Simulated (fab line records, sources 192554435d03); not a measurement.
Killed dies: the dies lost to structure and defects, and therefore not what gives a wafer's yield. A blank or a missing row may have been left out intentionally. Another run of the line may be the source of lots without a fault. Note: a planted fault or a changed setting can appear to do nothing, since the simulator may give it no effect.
Matching of chambers	flow n5_finfet	rie_diel-02 running N5_BEOL_M4_ETCH_64: 4 sister chambers
The step etches SOC in N2/H2, target depth 75 nm, overetch 22.5 nm, time 121.9 s. 4 wafers are shown with their chamber, then 7 later ones without.

## EACH WAFER AND ITS CHAMBER
wafer	chamber	showerhead_plenum_p_Torr (Torr)
L078.6	3	2.49
L081.4	2	2.42
L086.1	0	2.55
L086.2	1	2.61

## WAFERS WITHOUT THEIR CHAMBER
wafer	showerhead_plenum_p_Torr (Torr)
L086.3	2.48
L090.3	2.55
L090.4	2.48
L090.6	2.60
L092.2	2.55
L092.3	2.47
L092.4	2.41

## THE CHAMBER EACH PASSED THROUGH
wafer	from the rows above	in truth
L086.3	3	3
L090.3	0	0
L090.4	3	3
L090.6	1	1
L092.2	0	0
L092.3	3	3
L092.4	2	2
Correct placement for 7 of the 7. From these rows, 0 cannot be placed. Placed wrongly: 0.
How it was worked out, from the rows above alone: a wafer's distance from a chamber is the root of the sum, over the readings, of the square of ((its reading less the chamber's mean) divided by the reading's scatter). If the next closest chamber is less than 2 further off than the closest, the wafer can't be placed; otherwise it belongs to the closest. Each chamber's mean is taken over the wafers shown for it. The scatter (one wafer shown for each chamber): square how far every hidden wafer sits from the nearest shown wafer, average those squares and take the square root.
